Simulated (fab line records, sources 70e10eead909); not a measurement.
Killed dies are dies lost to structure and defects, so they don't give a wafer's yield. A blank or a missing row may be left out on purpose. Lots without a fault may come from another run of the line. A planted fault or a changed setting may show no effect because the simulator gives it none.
fab line records | flow nand_harc
record lots=12 wafers=36 last_day=33
route steps=1302 shown A_CONTACT@1049 END@1302
lots that met no fault: from a run of the same line without faults
start_h: hours from the record's first day to the start of the lot's first wafer shown | wait_h: hours since the lot's step before | " the same as in the row above | L1.1+2: a row that stands for several wafers | - no value, or no start given | * or withheld: withheld | < > ~ a bound
route shown NAME@n: a module of which the file shows steps, and the number in the route of the first | usual: mean/standard deviation of fault-free wafers | same: alike in all rows | chamber/n: place in a boat | sites: the reading at each site | _std_site: their standard deviation | _edge_site: outer sites' mean less inner sites' | radius_mm: how far each site lies from the wafer's centre | mask NAME#n: copy n | behind: the tool/chamber that last shaped the wafer | hold: why the lot was held/for how many hours/how that ended | device: the transistor (n, p or np) that didn't switch | end of line: the same wafers' tests at the end of the route | a step without rows: its recipe alone | killed: dies lost to structure and defects at the first sort, not the wafer's yield | map: a wafer's dies, x killed, . not, _ none there
set.NAME: the setting as run; set.NAME@STEP: as run at that earlier step | model.NAME: the simulator's own value behind a step, which no gauge read
steps of the route over a sample of lots; a table a step, a row a wafer
services: from which hour (start_h, from the record's first day; less than 0 if before it) a tool's chamber was out of use, for how many hours, and why
## steps
# step NHARC_A_CONTACT_ETCH_126
# recipe source_w=withheld pressure_mtorr=20 bias_v=3000 time_s=197 target_depth_a=19180 ar_flow_sccm=withheld c4f8_flow_sccm=withheld o2_flow_sccm=withheld chemistry=C4F8/O2/Ar
# columns lot.wafer tool chamber start_h wait_h rf_hours_counter_h
L418.1 har_cap_etch-03 0 538.89 0.1 47
L418.2 " 1 " " 47
L418.5 " 0 " " -
L416.1 har_cap_etch-01 0 538.95 0.1 6
L416.4 " 1 " " -
L416.6 " 1 " " -
L417.4 har_cap_etch-03 1 546.96 0.1 -
L417.5 " 1 " " -
L417.6 " 0 " " -
L422.2 har_cap_etch-01 0 578.77 0.1 13
L422.1 " 1 " " 13
L422.4 " 1 " " -
L421.1 har_cap_etch-03 0 582.20 0.1 55
L421.3 " 1 " " -
L421.5 " 1 " " -
L428.2 har_cap_etch-01 1 633.67 0.1 25
L428.3 " 0 " " -
L428.6 " 0 " " -
L430.3 har_cap_etch-02 0 653.29 0.1 -
L430.4 " 1 " " -
L430.5 " 1 " " -
L431.2 har_cap_etch-02 0 671.52 0.1 115
L431.5 " 0 " " -
L431.6 " 1 " " -
L432.1 har_cap_etch-02 0 683.80 0.1 117
L432.4 " 1 " " -
L432.5 " 1 " " -
L435.4 har_cap_etch-03 1 711.67 0.1 -
L435.3 " 0 " " -
L435.5 " 1 " " -
L436.1 har_cap_etch-03 1 716.74 0.1 84
L436.3 " 0 " " -
L436.5 " 0 " " -
L437.2 har_cap_etch-03 0 723.00 0.1 86
L437.4 " 0 " " -
L437.6 " 1 " " -
# step NHARC_A_CONTACT_ETCH_128
# recipe source_w=withheld pressure_mtorr=20 bias_v=3000 time_s=197 target_depth_a=19180 ar_flow_sccm=withheld c4f8_flow_sccm=withheld o2_flow_sccm=withheld chemistry=C4F8/O2/Ar
# columns lot.wafer tool chamber start_h wait_h rf_hours_counter_h
L418.1 har_cap_etch-03 0 539.25 0.1 47
L418.2 " 1 " " 47
L418.5 " 0 " " -
L416.1 har_cap_etch-01 0 539.30 0.1 6
L416.4 " 1 " " -
L416.6 " 1 " " -
L417.4 har_cap_etch-03 1 547.31 0.1 -
L417.5 " 1 " " -
L417.6 " 0 " " -
L422.2 har_cap_etch-01 0 579.12 0.1 13
L422.1 " 1 " " 13
L422.4 " 1 " " -
L421.1 har_cap_etch-03 0 582.55 0.1 55
L421.3 " 1 " " -
L421.5 " 1 " " -
L428.2 har_cap_etch-01 1 634.02 0.1 25
L428.3 " 0 " " -
L428.6 " 0 " " -
L430.3 har_cap_etch-02 0 653.64 0.1 -
L430.4 " 1 " " -
L430.5 " 1 " " -
L431.2 har_cap_etch-02 0 671.87 0.1 115
L431.5 " 0 " " -
L431.6 " 1 " " -
L432.1 har_cap_etch-02 0 684.15 0.1 117
L432.4 " 1 " " -
L432.5 " 1 " " -
L435.4 har_cap_etch-03 1 712.02 0.1 -
L435.3 " 0 " " -
L435.5 " 1 " " -
L436.1 har_cap_etch-03 1 717.09 0.1 84
L436.3 " 0 " " -
L436.5 " 0 " " -
L437.2 har_cap_etch-03 0 723.35 0.1 86
L437.4 " 0 " " -
L437.6 " 1 " " -
# step NHARC_A_CONTACT_ETCH_91
# recipe target_depth_a=400 over_etch_frac=0.5 time_s=85.7 ion_energy_ev=120 ch3f_flow_sccm=50 o2_flow_sccm=30 ar_flow_sccm=200 rf_w=500 bias_w=100 chemistry=CH3F/O2
# usual drypump_motor_current_A=5.6/0.5 mfc_ar_sccm=200.0/0.61 oes_product_au=0.95/0.035 rf_vpp_V=244.2/1.7 showerhead_plenum_p_Torr=2.45/0.099 throttle_valve_pct=20.664/0.0082
# same over_etch_frac=0.5
# columns lot.wafer tool chamber start_h wait_h drypump_motor_current_A mfc_ar_sccm oes_product_au rf_hours_counter_h rf_vpp_V showerhead_plenum_p_Torr throttle_valve_pct
L418.2 rie_diel-10 2 540.93 0.7 6.1 199.5 0.92 44 247.4 2.62 20.671
L418.1 " 0 " " 5.5 200.0 0.92 32 245.8 2.46 20.673
L418.5 " 2 " " 6.1 200.4 0.92 - 246.4 2.62 20.664
L416.4 rie_diel-05 0 540.95 0.6 5.5 198.5 1.01 22 243.6 2.40 20.662
L416.1 " 1 " " 5.5 199.6 1.01 23 246.3 2.57 20.663
L416.6 " 1 " " 5.5 200.3 1.01 - 246.0 2.57 20.668
L417.4 rie_diel-05 2 548.93 0.6 5.7 200.0 0.93 25 243.0 2.45 20.659
L417.5 " 1 " " 5.5 200.1 0.94 - 246.5 2.57 20.660
L417.6 " 2 " " 5.8 200.8 0.93 - 243.1 2.45 20.682
L422.4 rie_diel-10 1 580.85 0.6 6.5 199.4 0.94 55 241.7 2.33 20.671
L422.2 " 2 " " 6.2 200.4 0.92 59 245.9 2.61 20.665
L422.1 " 3 " " 4.6 199.4 0.93 60 243.6 2.46 20.667
L421.1 rie_diel-10 2 584.23 0.7 6.1 199.5 0.93 61 246.2 2.61 20.662
L421.3 " 0 " " 5.5 200.8 0.95 48 243.2 2.45 20.658
L421.5 " 2 " " 6.1 200.2 0.93 - 245.4 2.61 20.660
L428.2 rie_diel-03 3 635.71 0.7 5.4 199.4 0.94 62 242.7 2.32 20.669
L428.3 " 0 " " 6.2 199.0 0.93 49 243.2 2.34 20.658
L428.6 " 3 " " 5.4 200.2 0.94 - 242.4 2.32 20.668
L430.4 rie_diel-05 0 655.26 0.5 5.5 200.1 0.91 8 243.3 2.40 20.660
L430.3 " 3 " " 4.9 199.9 0.94 9 241.4 2.36 20.665
L430.5 " 1 " " 5.5 199.8 0.93 - 246.9 2.57 20.662
L431.2 rie_diel-05 2 673.58 0.8 5.8 199.3 0.91 10 244.5 2.44 20.660
L431.5 " 3 " " 4.9 199.9 0.92 - 244.4 2.36 20.668
L431.6 " 0 " " 5.5 200.7 0.91 - 242.6 2.40 20.666
L432.1 rie_diel-05 2 685.85 0.7 5.8 199.0 0.91 12 242.6 2.44 20.660
L432.4 " 1 " " 5.5 200.5 0.91 - 245.1 2.57 20.674
L432.5 " 3 " " 4.9 199.6 0.91 - 243.0 2.36 20.646
L435.4 rie_diel-05 0 713.64 0.6 5.5 200.3 0.91 16 242.0 2.39 20.664
L435.3 " 2 " " 5.8 199.4 0.92 18 243.4 2.44 20.672
L435.5 " 1 " " 5.5 200.1 0.91 - 247.2 2.56 20.655
L436.3 rie_diel-05 1 719.18 0.8 5.5 200.0 0.92 19 245.7 2.56 20.657
L436.1 " 2 " " 5.8 199.9 0.91 20 245.4 2.44 20.657
L436.5 " 2 " " 5.8 199.7 0.91 - 244.0 2.44 20.661
L437.2 rie_diel-05 0 725.02 0.7 5.5 200.2 0.92 20 243.9 2.39 20.656
L437.4 " 1 " " 5.5 199.8 0.93 21 246.6 2.56 20.650
L437.6 " 2 " " 5.8 199.9 0.92 - 244.7 2.44 20.674
# step NHARC_A_CONTACT_DEP_85
# recipe target_thk_a=600 target_thk_nm=60 temp_c=400 pressure_torr=3.5 flow_sccm=200 rf_w=350 material=SiON
# usual heater_power_w=773/100 showerhead_vpp_V=1144/46
# columns lot.wafer tool chamber start_h wait_h heater_power_w showerhead_vpp_V
L418.2 pecvd-04 2 545.97 1.2 888 1146
L418.1 " 1 " " 664 1248
L418.5 " 0 " " 842 1049
L416.1 pecvd-02 2 546.53 1.5 954 1098
L416.4 " 1 " " 943 1123
L416.6 " 2 " " 950 1113
L417.4 pecvd-04 2 552.05 0.7 868 1150
L417.5 " 0 " " 745 1068
L417.6 " 1 " " 660 1230
L422.2 pecvd-04 0 585.78 1.2 758 1039
L422.1 " 2 " " 904 1144
L422.4 " 0 " " 772 1042
L421.1 pecvd-04 1 589.37 1.5 612 1197
L421.3 " 2 " " 913 1117
L421.5 " 2 " " 906 1151
L428.2 pecvd-01 1 638.87 1.2 750 1146
L428.3 " 2 " " 734 1141
L428.6 " 2 " " 713 1138
L430.3 pecvd-04 1 659.86 0.9 702 1208
L430.5 " 1 " " 705 1228
L430.4 " 0 " " 720 1078
L431.2 pecvd-04 1 676.54 1.2 599 1212
L431.6 " 2 " " 860 1146
L431.5 " 1 " " 605 1190
L432.1 pecvd-04 1 691.72 1.5 640 1212
L432.5 " 0 " " 807 1056
L432.4 " 1 " " 655 1249
L435.3 pecvd-01 2 717.37 0.9 770 1132
L435.4 " 2 " " 756 1140
L435.5 " 0 " " 725 1192
L436.3 pecvd-04 2 722.98 0.9 805 1149
L436.1 " 0 " " 679 1068
L436.5 " 2 " " 796 1129
L437.2 pecvd-02 2 729.12 1.2 965 1125
L437.4 " 2 " " 947 1138
L437.6 " 0 " " 776 1157
# step NHARC_A_CONTACT_INSPECT_10
# usual raw_defect_count=85/40
# columns lot.wafer tool chamber start_h wait_h raw_defect_count
L418.1 defect_inspect-01 - 546.69 0.0 21
L418.2 " - " " 25
L418.5 " - " " 23
L416.1 defect_inspect-02 - 547.34 0.0 104
L416.4 " - " " 130
L416.6 " - " " 128
L417.4 defect_inspect-02 - 552.81 0.0 20
L417.5 " - " " 15
L417.6 " - " " 20
L422.1 defect_inspect-02 - 586.62 0.0 1247
L422.2 " - " " 1234
L422.4 " - " " 1236
L421.1 defect_inspect-02 - 590.09 0.0 1273
L421.3 " - " " 1237
L421.5 " - " " 1185
L428.2 defect_inspect-01 - 639.57 0.0 90
L428.3 " - " " 102
L428.6 " - " " 84
L430.3 defect_inspect-01 - 660.71 0.0 147
L430.4 " - " " 164
L430.5 " - " " 137
L431.2 defect_inspect-01 - 677.33 0.0 91
L431.5 " - " " 76
L431.6 " - " " 88
L432.1 defect_inspect-02 - 692.51 0.0 130
L432.4 " - " " 129
L432.5 " - " " 135
L435.3 defect_inspect-01 - 718.22 0.0 64
L435.4 " - " " 82
L435.5 " - " " 68
L436.1 defect_inspect-01 - 723.70 0.0 89
L436.3 " - " " 75
L436.5 " - " " 86
L437.2 defect_inspect-01 - 729.96 0.0 76
L437.4 " - " " 64
L437.6 " - " " 70
# step NHARC_END_SORT_01
# recipe temp_c=25
# usual killed_at_array=59/20 killed_at_other=0.8/1 killed_at_periphery=3.2/2.1 killed_dies=63/21 killed_open=3.0/1.9 killed_short=2.3/1.5
# same gross_dies=677
# columns lot.wafer tool chamber start_h wait_h killed_at_array killed_at_other killed_at_periphery killed_dies killed_open killed_short
L422.1 prober-02 0 637.52 2.5 146 0 3 149 3 0
L422.2 prober-02 0 638.31 2.8 165 0 2 167 3 1
L422.4 prober-02 0 639.89 3.4 167 0 5 172 2 3
L421.1 prober-02 0 645.30 2.5 143 0 7 150 4 1
L421.3 prober-02 0 646.93 3.1 148 0 7 155 4 4
L421.5 prober-02 0 648.55 3.8 135 0 4 139 2 1
# killed by level:class
L422.1 A_CONTACT:unspecified=95 A_SLIT:chamber_film_flake=19 A_CHANNEL_HOLE_D2:chamber_film_flake=19 A_STAIRCASE:chamber_film_flake=5 P_M2:chamber_film_flake=2 A_ZERO_WELL:chamber_film_flake=2 A_ONON_D1:geometric_particle:open=1 A_WL_FILL:geometric_particle:open=1
L422.2 A_CONTACT:unspecified=92 A_SLIT:chamber_film_flake=34 A_CHANNEL_HOLE_D2:chamber_film_flake=29 A_CONTACT:chamber_film_flake=3 A_CHANNEL_FILL_D1:geometric_particle:open=2 A_CHANNEL_HOLE_D1:chamber_film_flake=2 A_CHANNEL_HOLE_D2:geometric_particle:open=1 A_M0:geometric_particle:short=1
L422.4 A_CONTACT:unspecified=94 A_CHANNEL_HOLE_D2:chamber_film_flake=30 A_SLIT:chamber_film_flake=28 A_STAIRCASE:chamber_film_flake=5 A_CHANNEL_HOLE_D1:chamber_film_flake=4 P_ZERO_WELL:chamber_film_flake=3 A_CHANNEL_FILL_D2:chamber_film_flake=2 P_GATE:geometric_particle:open=1
L421.1 A_CONTACT:unspecified=99 A_CHANNEL_HOLE_D1:chamber_film_flake=15 A_CHANNEL_HOLE_D2:chamber_film_flake=12 A_STAIRCASE:chamber_film_flake=8 P_GATE:chamber_film_flake=5 A_CONTACT:chamber_film_flake=4 P_M1:geometric_particle:open=1 A_CHANNEL_FILL_D1:geometric_particle:open=1
L421.3 A_CONTACT:unspecified=103 A_CHANNEL_HOLE_D1:chamber_film_flake=23 A_CHANNEL_HOLE_D2:chamber_film_flake=6 P_GATE:chamber_film_flake=4 A_STAIRCASE:chamber_film_flake=4 A_CONTACT:chamber_film_flake=4 A_ONON_D2:geometric_particle:short=3 P_CONTACT:geometric_particle:open=2
L421.5 A_CONTACT:unspecified=87 A_CHANNEL_HOLE_D1:chamber_film_flake=24 A_CHANNEL_HOLE_D2:chamber_film_flake=8 A_STAIRCASE:chamber_film_flake=5 P_GATE:chamber_film_flake=4 A_CONTACT:chamber_film_flake=4 A_CHANNEL_FILL_D1:chamber_film_flake=2 A_SLIT:chamber_film_flake=2
## services
# columns tool chamber start_h hours kind
rie_diel-05 0 536.26 - clean
rie_diel-05 1 536.26 - clean
rie_diel-05 2 536.26 - clean
rie_diel-05 3 536.26 - clean
rie_diel-05 0 560.76 - clean
rie_diel-05 1 573.90 24.5 repair
har_cap_etch-01 - 594.01 2.2 repair
pecvd-02 - 598.28 13.0 pm
rie_diel-10 - 598.42 9.0 pm
rie_diel-05 - 606.25 9.0 pm
rie_diel-03 0 613.32 12.3 repair
pecvd-04 - 631.00 13.0 pm
rie_diel-03 - 638.93 9.0 pm
rie_diel-10 - 643.79 0.8 repair
pecvd-02 - 654.18 1.4 repair
rie_diel-05 - 659.51 10.5 repair
pecvd-01 1 672.54 2.1 repair
pecvd-01 - 673.00 13.0 pm
rie_diel-03 - 677.90 0.5 repair
har_cap_etch-01 - 682.50 2.5 repair
rie_diel-05 0 685.51 4.9 repair
rie_diel-10 2 687.34 5.2 repair
rie_diel-05 2 687.88 1.9 repair
pecvd-04 - 696.45 0.5 repair
## key
first_sign step=NHARC_A_CONTACT_INSPECT_10 reading=raw_defect_count direction=up sigmas=29 usual=85 struck=1235
effect step=NHARC_END_SORT_01 reading=killed_at_array direction=up sigmas=4.5 usual=59 struck=151
more_kills_born_at NHARC_A_CONTACT_DEP_85@pecvd-04=570
met_at NHARC_A_CONTACT_DEP_85
struck_lots L421,L422
tester_left_out L421,L422
not_acting_at NHARC_A_CONTACT_ETCH_126,NHARC_A_CONTACT_ETCH_128,NHARC_A_CONTACT_ETCH_91
onset_between 552.05 585.78
fault kind=chamber_particle_source tool=pecvd-04 chamber=- onset_h=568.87 steps=NHARC_A_CONTACT_DEP_85 rate_per_visit_cm2=1.763 end_h=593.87
# tester_left_out: of these lots the tester's yield and bins aren't shown, on N5 and GAA mostly nor the transistor test; their killed dies are dies lost to structure and defects alone, not to doping, threshold or leakage, so they don't give the yield
